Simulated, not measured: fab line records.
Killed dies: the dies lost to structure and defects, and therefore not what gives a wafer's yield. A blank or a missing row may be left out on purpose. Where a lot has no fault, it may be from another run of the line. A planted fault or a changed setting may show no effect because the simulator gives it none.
fab line records    flow n5-finfet
[record] lots = 9  wafers = 27  last-day = 16
route steps=1938 shown STI_FIN_REVEAL@187 BEOL_M4@1111 PASSIVATION@1936
lots that met no fault: taken from a fault-free run of the same line
start-h: start of the lot's first displayed wafer, in hours after the record's first day    wait-h: how many hours have passed since the lot's step before this one    " unchanged from the row above    L1.1+2: one row covering several wafers at once    - either no value or no given start    * or withheld: withheld    < > ~ a bound
route shown NAME@n: names a module that has steps shown in the file, with the first one's number in the route    usual: average and standard deviation across the fault-free wafers    same: alike in all rows    chamber/n: place in a boat    sites: the reading at each site    _std_site: how widely they spread, as a standard deviation    _edge_site: outer sites' mean less inner sites'    radius-mm: for every site, how far away it sits from the centre of the wafer    mask NAME#n: copy n    behind: the tool/chamber that last shaped the wafer    hold: what put the lot on hold/how long, in hours/how the hold closed    device: which transistor (n, p or np) failed to switch    end of line: the tests these same wafers got at the end of their route    a step with no rows: only its recipe    killed: dies that structure and defects cost at the first sort, which is not the same as the wafer's yield    map: a wafer's dies, marking killed ones x, the rest . and places with no die _
set.NAME: setting as actually run; set.NAME@STEP: the setting as run at that earlier step    model.NAME: the simulator's own value behind a step, which no gauge read
one table for each step of the route and one row for each wafer, over a sample of lots
services: when a tool's chamber went out of use (start-h, in hours from the record's first day, below 0 if earlier), for how many hours, and the reason
[[steps]]
[step N5_STI_FIN_REVEAL_CMP_04]
[recipe] stop-on = Si3N4  t-overpolish-s = 4  down-force-psi = 2  platen-rpm = 54.18  post-cmp-clean = alkaline-brush  pad-velocity-m-s = 1.078  target-thk-nm = 131.83
[usual] motor-current-A = 8.3/0.53  overpolish-run-s = 4.001/0.0094  slurry-filter-dp-kPa = 13.51/0.13  time-to-endpoint-s = 106/6.6
lot.wafer  tool    chamber  start-h  wait-h  motor-current-A  overpolish-run-s  slurry-filter-dp-kPa  time-to-endpoint-s
L124.1     cmp-03  0        35.69    0.0     8.3              4.001             13.48                 100
L124.3     "       3        "        "       8.4              3.994             13.60                 105
L124.6     "       1        "        "       8.1              3.989             13.38                 101
L127.3     cmp-03  1        51.82    0.1     8.5              4.004             13.59                 104
L127.2     "       2        "        "       8.5              3.993             13.48                 105
L127.6     "       1        "        "       9.2              4.003             13.48                 101
L129.4     cmp-03  3        63.29    0.1     8.7              4.008             13.50                 108
L129.1     "       0        "        "       8.3              4.006             13.30                 102
L129.5     "       2        "        "       8.0              4.011             13.44                 105
L131.3     cmp-03  0        77.21    0.1     8.0              4.006             13.63                 110
L131.2     "       1        "        "       8.8              4.000             13.69                 107
L131.6     "       3        "        "       8.9              3.999             13.56                 107
L133.3     cmp-03  0        91.29    0.1     8.1              3.990             13.34                 106
L133.2     "       1        "        "       8.3              4.004             13.83                 102
L133.5     "       3        "        "       8.8              3.995             13.62                 108
L136.3     cmp-03  1        108.19   0.1     8.2              4.004             13.48                 97
L136.2     "       2        "        "       8.3              3.985             13.53                 102
L136.6     "       0        "        "       9.0              4.001             13.39                 102
L139.3     cmp-04  0        123.88   0.0     7.2              4.004             13.21                 104
L139.1     "       3        "        "       8.3              3.998             13.53                 105
L139.5     "       1        "        "       8.2              3.994             13.50                 102
L141.2     cmp-02  1        138.17   0.1     8.9              3.999             13.20                 109
L141.4     "       2        "        "       8.6              3.993             13.73                 102
L141.6     "       3        "        "       7.5              3.982             13.47                 102
L142.3     cmp-04  1        143.12   0.0     8.0              4.004             13.39                 102
L142.1     "       3        "        "       8.8              3.999             13.46                 108
L142.2     "       0        "        "       7.2              4.009             13.73                 103
[step N5_STI_FIN_REVEAL_THK_MEAS_05]
[usual] thk-nm = 132.6/1.1
lot.wafer  tool           chamber  start-h  wait-h  thk-nm
L124.1     film-metro-02  -        35.98    -       132.5
L124.3     "              -        "        "       132.0
L124.6     "              -        "        "       131.0
L127.2     film-metro-02  -        52.08    -       132.2
L127.3     "              -        "        "       132.5
L127.6     "              -        "        "       132.0
L129.1     film-metro-02  -        63.54    -       132.9
L129.4     "              -        "        "       134.0
L129.5     "              -        "        "       132.6
L131.2     film-metro-02  -        77.43    -       132.0
L131.3     "              -        "        "       130.6
L131.6     "              -        "        "       133.1
L133.2     film-metro-02  -        91.55    -       132.6
L133.3     "              -        "        "       132.8
L133.5     "              -        "        "       132.3
L136.2     film-metro-02  -        108.41   -       132.9
L136.3     "              -        "        "       132.2
L136.6     "              -        "        "       132.0
L139.1     film-metro-01  -        124.17   -       132.3
L139.3     "              -        "        "       132.1
L139.5     "              -        "        "       133.7
L141.2     film-metro-02  -        138.39   -       135.1
L141.4     "              -        "        "       133.5
L141.6     "              -        "        "       131.8
L142.1     film-metro-01  -        143.41   -       132.8
L142.2     "              -        "        "       131.8
L142.3     "              -        "        "       132.7
[step N5_STI_FIN_REVEAL_STRIP_24]
[recipe] chemistry = N2/H2  time-s = 90  power-w = 100  temp-c = 40  pressure-mtorr = 100  rf-frequency-hz = 6e+07  bias-power-w = 3  n2-flow-sccm = 300  h2-flow-sccm = 300
[usual] drypump-motor-current-A = 5.6/0.4  oes-product-au = 0.79/0.074  rf-vpp-V = 45.3/0.9  showerhead-plenum-p-Torr = 3.36/0.1  throttle-valve-pct = 12.23/0.22
[same] time-s = 90
lot.wafer  tool         chamber  start-h  wait-h  drypump-motor-current-A  oes-product-au  rf-hours-counter-h  rf-vpp-V  showerhead-plenum-p-Torr  throttle-valve-pct
L124.1     rie-diel-06  2        36.51    0.0     5.5                      0.80            132                 45.7      3.42                      12.49
L124.3     "            3        "        "       5.5                      0.97            6                   44.4      3.32                      11.89
L124.6     "            2        "        "       5.5                      0.79            -                   45.6      3.42                      12.48
L127.2     rie-diel-04  3        52.35    0.0     5.5                      0.83            79                  45.0      3.23                      11.83
L127.3     "            0        "        "       6.1                      0.76            168                 44.7      3.52                      12.28
L127.6     "            0        "        "       6.1                      0.76            -                   44.9      3.52                      12.26
L129.1     rie-diel-02  0        63.83    0.0     5.9                      0.75            189                 46.3      3.49                      12.16
L129.4     "            0        "        "       5.9                      0.75            -                   45.1      3.49                      12.15
L129.5     "            3        "        "       5.2                      0.93            -                   43.8      3.35                      12.20
L131.2     rie-diel-02  3        77.76    0.0     5.2                      0.91            15                  47.2      3.34                      12.23
L131.3     "            0        "        "       5.9                      0.75            196                 44.6      3.49                      12.16
L131.6     "            2        "        "       4.8                      0.77            -                   43.1      3.52                      12.19
L133.2     rie-diel-04  0        91.89    0.0     6.1                      0.75            184                 46.1      3.51                      12.28
L133.3     "            2        "        "       6.0                      0.72            180                 45.1      3.34                      12.14
L133.5     "            3        "        "       5.5                      0.81            -                   46.5      3.23                      11.88
L136.2     rie-diel-02  3        108.68   0.0     5.2                      0.88            25                  45.6      3.34                      12.26
L136.3     "            0        "        "       5.9                      0.73            207                 46.7      3.48                      12.19
L136.6     "            2        "        "       4.9                      0.76            -                   46.2      3.52                      12.20
L139.1     rie-diel-02  1        125.10   0.0     5.6                      0.74            182                 44.3      3.22                      12.08
L139.3     "            3        "        "       5.2                      0.87            31                  45.5      3.34                      12.26
L139.5     "            0        "        "       5.9                      0.73            -                   47.6      3.48                      12.21
L141.2     rie-diel-06  2        138.74   0.0     5.5                      0.74            170                 45.9      3.40                      12.59
L141.4     "            1        "        "       6.2                      0.94            20                  46.4      3.31                      12.19
L141.6     "            1        "        "       6.2                      0.95            -                   44.5      3.31                      12.19
L142.1     rie-diel-02  0        143.90   0.0     5.9                      0.73            219                 44.3      3.47                      12.21
L142.2     "            2        "        "       4.8                      0.75            167                 45.2      3.51                      12.22
L142.3     "            3        "        "       5.2                      0.87            38                  45.5      3.33                      12.30
[step N5_STI_FIN_REVEAL_ETCH_34]
[recipe] chemistry = H2  mode = isotropic  material = Si  target = Si  target-depth-a = 9.7  temp-c = 20  pressure-mtorr = 4.5  icp-w = 300  bias-w = 0  h2-flow-sccm = 7.5  he-flow-sccm = 142.5
[usual] drypump-motor-current-A = 5.9/0.36  he-backside-leak-sccm = 2.71/0.26  he-flow-sccm = 142.5/0.45  oes-product-au = 0.998/0.014  rf-fwd-power-W = 296.9/1.1  throttle-valve-pct = 25.6/0.84
lot.wafer  tool       chamber  start-h  wait-h  drypump-motor-current-A  he-backside-leak-sccm  he-flow-sccm  oes-product-au  rf-fwd-power-W  rf-hours-counter-h  throttle-valve-pct
L124.1     rie-si-05  3        38.98    0.2     6.1                      2.63                   143.2         0.999           296.0           15                  26.0
L124.3     "          0        "        "       6.1                      2.71                   142.8         0.995           294.5           86                  27.4
L124.6     "          1        "        "       6.1                      2.48                   142.3         1.013           296.5           -                   24.9
L127.2     rie-si-05  3        54.67    0.1     6.1                      2.50                   142.2         1.005           297.0           15                  26.0
L127.3     "          0        "        "       6.0                      2.64                   142.3         1.000           296.6           86                  27.4
L127.6     "          0        "        "       6.0                      2.72                   142.8         0.999           296.9           -                   27.4
L129.1     rie-si-02  0        67.29    0.2     6.2                      2.36                   142.2         0.986           296.8           101                 25.8
L129.4     "          2        "        "       5.4                      2.68                   143.4         1.006           297.6           50                  26.3
L129.5     "          2        "        "       5.4                      2.90                   142.8         0.999           296.7           -                   26.3
L131.2     rie-si-05  1        80.33    0.1     6.1                      2.55                   142.6         0.999           296.8           19                  24.9
L131.3     "          0        "        "       6.0                      2.67                   142.6         1.007           297.0           87                  27.4
L131.6     "          2        "        "       6.4                      2.32                   142.4         1.016           297.4           -                   26.0
L133.2     rie-si-02  1        94.21    0.1     5.9                      3.15                   143.1         0.977           296.4           146                 25.0
L133.3     "          3        "        "       5.6                      2.78                   142.7         0.998           299.4           97                  24.6
L133.5     "          1        "        "       5.9                      2.84                   143.0         0.983           297.3           -                   25.0
L136.2     rie-si-02  1        110.99   0.1     6.0                      2.86                   142.5         0.980           297.3           146                 25.0
L136.3     "          2        "        "       5.4                      2.74                   142.0         0.998           298.2           51                  26.3
L136.6     "          2        "        "       5.4                      2.65                   142.2         0.993           297.1           -                   26.3
L139.1     rie-si-05  1        127.41   0.2     6.2                      2.58                   142.5         1.005           297.6           19                  24.9
L139.3     "          3        "        "       6.1                      2.63                   142.8         0.996           295.6           17                  26.0
L139.5     "          1        "        "       6.1                      2.53                   142.3         1.001           297.1           -                   24.9
L141.2     rie-si-03  3        141.06   0.1     5.2                      2.69                   141.3         0.991           299.3           82                  25.9
L141.4     "          2        "        "       5.6                      3.05                   142.5         0.980           294.5           130                 24.5
L141.6     "          0        "        "       5.5                      3.55                   142.6         0.969           296.9           -                   24.9
L142.1     rie-si-05  3        146.20   0.2     6.1                      2.41                   142.8         0.998           296.7           17                  26.0
L142.2     "          1        "        "       6.2                      2.49                   142.1         0.990           297.0           20                  24.9
L142.3     "          0        "        "       6.0                      2.56                   143.3         0.999           295.8           88                  27.4
[step N5_STI_FIN_REVEAL_INSPECT_13]
[recipe] inspect-instrument = darkfield  mode = post-clean
[usual] raw-defect-count = 12/4.8
lot.wafer  tool               chamber  start-h  wait-h  raw-defect-count
L124.1     defect-inspect-01  -        39.94    0.0     13
L124.3     "                  -        "        "       10
L124.6     "                  -        "        "       15
L127.2     defect-inspect-01  -        55.39    0.0     18
L127.3     "                  -        "        "       15
L127.6     "                  -        "        "       8
L129.1     defect-inspect-01  -        67.98    0.0     8
L129.4     "                  -        "        "       7
L129.5     "                  -        "        "       15
L131.2     defect-inspect-01  -        81.03    0.0     13
L131.3     "                  -        "        "       16
L131.6     "                  -        "        "       15
L133.2     defect-inspect-02  -        94.91    0.0     311
L133.3     "                  -        "        "       332
L133.5     "                  -        "        "       364
L136.2     defect-inspect-02  -        111.69   0.0     314
L136.3     "                  -        "        "       316
L136.6     "                  -        "        "       324
L139.1     defect-inspect-02  -        128.10   0.0     4
L139.3     "                  -        "        "       17
L139.5     "                  -        "        "       20
L141.2     defect-inspect-02  -        142.08   0.0     11
L141.4     "                  -        "        "       12
L141.6     "                  -        "        "       6
L142.1     defect-inspect-02  -        146.90   0.0     12
L142.2     "                  -        "        "       7
L142.3     "                  -        "        "       9
[step N5_BEOL_M4_RC_MEAS_101]
[usual] DIBL_N = 37.3/2.3  DIBL_P = 37.4/2.9  IOFF_N = 0.18/0.045  IOFF_P = 0.25/0.054  ION_N = 679/15  ION_P = 468/9.7  SS_N = 71.8/0.62  SS_P = 73.6/0.76  VT_N = 248/4.1  VT_P = -248/3.6
lot.wafer  tool       chamber  start-h  wait-h  DIBL_N[mV/V]  DIBL_P[mV/V]  IOFF_N[nA/um]  IOFF_P[nA/um]  ION_N[uA/um]  ION_P[uA/um]  SS_N[mV/dec]  SS_P[mV/dec]  VT_N[mV]  VT_P[mV]
L124.1     prober-02  0        163.72   0.0     40.0          39.1          0.22           0.33           686           470           71.7          73.7          242       -242
L124.3     "          0        "        "       36.8          35.1          0.16           0.23           680           469           71.4          73.0          249       -248
L124.6     "          0        "        "       42.1          40.9          0.27           0.35           691           472           72.3          74.2          243       -241
L127.2     prober-01  0        189.22   0.2     37.0          38.6          0.17           0.24           697           480           71.6          72.8          247       -249
L127.3     "          0        "        "       32.8          32.4          0.09           0.14           651           450           71.4          71.4          259       -254
L127.6     "          0        "        "       34.7          35.2          0.12           0.18           666           459           71.6          72.1          253       -249
L129.1     prober-02  0        195.36   0.0     39.0          39.4          0.20           0.25           681           464           71.6          74.0          247       -249
L129.4     "          0        "        "       40.6          43.2          0.26           0.31           693           473           72.8          74.9          243       -248
L129.5     "          0        "        "       37.3          38.2          0.17           0.22           698           469           72.0          73.0          248       -251
L131.2     prober-01  0        199.46   0.2     35.1          35.3          0.15           0.22           687           473           71.1          73.1          246       -248
L131.3     "          0        "        "       37.2          38.0          0.19           0.27           687           472           72.2          73.1          245       -245
L131.6     "          0        "        "       37.0          37.3          0.19           0.26           687           470           71.5          73.8          245       -247
L133.2     prober-02  0        218.02   0.2     39.1          39.9          0.21           0.28           685           467           71.8          74.1          245       -247
L133.3     "          0        "        "       38.3          37.7          0.19           0.24           680           461           71.5          72.9          248       -249
L133.5     "          0        "        "       41.6          44.0          0.27           0.34           706           480           73.0          75.6          244       -245
L136.2     prober-02  0        242.59   0.2     39.9          41.3          0.23           0.32           704           487           72.3          74.4          243       -244
L136.3     "          0        "        "       41.4          42.9          0.26           0.39           688           475           72.9          74.6          241       -241
L136.6     "          0        "        "       40.8          42.1          0.24           0.35           692           484           71.7          74.7          241       -241
L139.1     prober-01  0        262.31   0.0     41.3          41.0          0.29           0.34           697           476           71.5          74.8          239       -244
L139.3     "          0        "        "       36.2          35.4          0.17           0.23           689           479           71.1          73.6          246       -246
L139.5     "          0        "        "       35.9          33.3          0.14           0.19           667           455           71.7          72.6          251       -250
L141.2     prober-01  0        270.82   0.2     38.4          39.6          0.22           0.29           672           459           73.0          74.3          248       -246
L141.4     "          0        "        "       36.5          37.6          0.18           0.25           695           473           71.3          74.1          248       -246
L141.6     "          0        "        "       37.4          38.9          0.21           0.28           703           474           71.7          74.2          245       -244
L142.1     prober-01  0        274.23   0.0     38.1          38.7          0.18           0.23           679           459           72.0          73.5          246       -250
L142.2     "          0        "        "       39.1          39.5          0.20           0.24           674           458           71.9          73.8          246       -250
L142.3     "          0        "        "       36.4          35.6          0.16           0.19           685           465           71.9          73.0          249       -252
[step N5_PASSIVATION_PROBE_49]
[usual] defect-limited-yield = 91.3/1.5  killed_at_M0_to_M3 = 35/8.7  killed_at_M4_up = 14/5.5  killed-at-contacts = 11/5.6  killed-at-front-end = 39/13  killed-at-other = 3.7/2.2  killed-dies = 103/18  killed-on-rim = 14/4.4  killed-open = 69/14  killed-short = 33/7.8  sort_bin_4_leakage = 0.02/0.15  sort_bin_5_function = 5.1/0.99  sort_bin_6_memory = 3.3/0.67  sort_bin_8_speed = 0.02/0.17  sort-n-pass = 1077/18  sort-yield-pct = 91.2/1.5
[same] gross-dies = 1180  killed-at-back-side = 0
lot.wafer  tool       chamber  start-h  wait-h  defect-limited-yield[%]  killed_at_M0_to_M3  killed_at_M4_up  killed-at-contacts  killed-at-front-end  killed-at-other  killed-dies  killed-on-rim  killed-open  killed-short  sort_bin_4_leakage[%]  sort_bin_5_function[%]  sort_bin_6_memory[%]  sort_bin_8_speed[%]  sort-n-pass  sort-yield-pct[%]
L133.2     prober-01  -        325.68   0.1     72.1                     37                  18               3                   267                  4                329          40             66           27            0                      15.8                    10.4                  0                    851          72.1
L133.3     prober-01  -        325.73   0.1     69.1                     33                  13               6                   311                  2                365          35             62           31            0                      18.3                    10.5                  0                    815          69.1
L133.5     prober-01  -        325.83   0.2     68.1                     27                  9                7                   327                  6                376          53             54           34            0                      20.6                    10.1                  0                    804          68.1
L136.2     prober-02  -        356.11   0.1     69.2                     27                  24               18                  292                  2                363          51             97           24            0                      18.1                    11.3                  0                    817          69.2
L136.3     prober-02  -        356.16   0.1     69.7                     42                  22               7                   283                  4                358          55             70           41            0.25                   18.6                    10.2                  0                    819          69.4
L136.6     prober-02  -        356.31   0.3     68.2                     31                  22               10                  308                  4                375          48             78           34            0                      18.6                    11.3                  0                    805          68.2
// killed by level:class
L133.2 STI_FIN_REVEAL:unspecified=235 BEOL_M2:geometric-particle:open=11 FIN_SAQP:geometric-particle:open=8 BEOL_M1:geometric-particle:open=8 FIN_SAQP:geometric-particle:short=7 BEOL_M4:geometric-particle:open=7 BEOL_M0_SAQP:geometric-particle:short=6 BEOL_M0:geometric-particle:open=5
L133.3 STI_FIN_REVEAL:unspecified=266 BEOL_M3:geometric-particle:open=10 STI_FIN_REVEAL:geometric-particle:open=10 FIN_SAQP:geometric-particle:open=8 BEOL_M0_SAQP:geometric-particle:short=7 STARTING-WAFER:geometric-particle:short=7 FIN_SAQP:geometric-particle:short=6 MOL_CONTACT_COAG:geometric-particle:open=5
L133.5 STI_FIN_REVEAL:unspecified=286 FIN_SAQP:geometric-particle:short=15 FIN_SAQP:geometric-particle:open=12 BEOL_M3:geometric-particle:open=8 MOL_CONTACT_COAG:geometric-particle:open=7 BEOL_M0_SAQP:geometric-particle:short=6 STI_FIN_REVEAL:geometric-particle:open=5 BEOL_M1:geometric-particle:open=5
L136.2 STI_FIN_REVEAL:unspecified=242 STI_FIN_REVEAL:geometric-particle:open=21 MOL_CONTACT_COAG:geometric-particle:open=16 BEOL_M4:geometric-particle:open=13 FIN_SAQP:geometric-particle:open=9 BEOL_M2:geometric-particle:open=8 BEOL_M3:geometric-particle:open=8 BEOL_M4:geometric-particle:short=6
L136.3 STI_FIN_REVEAL:unspecified=247 BEOL_M1:geometric-particle:open=10 BEOL_M3:geometric-particle:open=10 BEOL_M4:geometric-particle:open=10 STI_FIN_REVEAL:geometric-particle:open=9 BEOL_M0_SAQP:geometric-particle:short=8 FIN_SAQP:geometric-particle:short=6 FIN_SAQP:geometric-particle:open=6
L136.6 STI_FIN_REVEAL:unspecified=263 STI_FIN_REVEAL:geometric-particle:open=15 FIN_SAQP:geometric-particle:open=12 BEOL_M0_SAQP:geometric-particle:open=10 BEOL_M4:geometric-particle:open=10 FIN_SAQP:geometric-particle:short=8 MOL_CONTACT_COAG:geometric-particle:open=8 BEOL_M0_SAQP:geometric-particle:short=7
[[services]]
tool         chamber  start-h  hours  kind
rie-diel-06  2        12.79    1.6    repair
cmp-03       -        17.93    2.2    repair
rie-diel-02  -        18.38    22.0   repair
rie-si-05    2        22.89    26.5   repair
rie-si-02    1        26.71    5.8    repair
rie-diel-04  0        29.17    9.4    repair
cmp-02       -        56.64    4.6    pm
rie-diel-06  0        57.42    4.3    repair
rie-diel-02  2        60.12    4.3    repair
rie-diel-06  1        61.97    -      clean
rie-diel-06  1        61.97    -      consumable-replace:focus-ring
rie-diel-04  3        69.58    3.5    repair
rie-diel-02  1        71.49    3.0    repair
cmp-02       -        72.33    2.2    repair
rie-si-03    1        77.27    4.5    repair
cmp-02       -        82.17    0.3    repair
cmp-04       -        92.54    5.5    pm
cmp-03       -        93.83    3.2    repair
rie-si-03    3        118.07   9.2    repair
rie-si-02    0        123.21   20.2   repair
rie-si-02    1        123.39   32.4   repair
cmp-02       -        127.19   4.0    pm
cmp-04       -        129.22   6.5    pm
rie-si-05    2        145.28   15.9   repair
[[key]]
[first-sign] step = N5_STI_FIN_REVEAL_INSPECT_13  reading = raw-defect-count  direction = up  sigmas = 66  usual = 12  struck = 327
[effect] step = N5_PASSIVATION_PROBE_49  reading = killed-at-front-end  direction = up  sigmas = 20  usual = 39  struck = 298
[more-kills-born-at] N5_STI_FIN_REVEAL_CMP_04@cmp-03 = 1538
met-at N5_STI_FIN_REVEAL_CMP_04
struck-lots L133,L136
not-acting-at N5_STI_FIN_REVEAL_THK_MEAS_05,N5_STI_FIN_REVEAL_STRIP_24,N5_STI_FIN_REVEAL_ETCH_34
onset-between 77.21 91.29
[fault] kind = chamber-particle-source  tool = cmp-03  chamber = -  onset-h = 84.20  steps = N5_STI_FIN_REVEAL_CMP_04  rate-per-visit-cm2 = 0.47983  end-h = 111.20
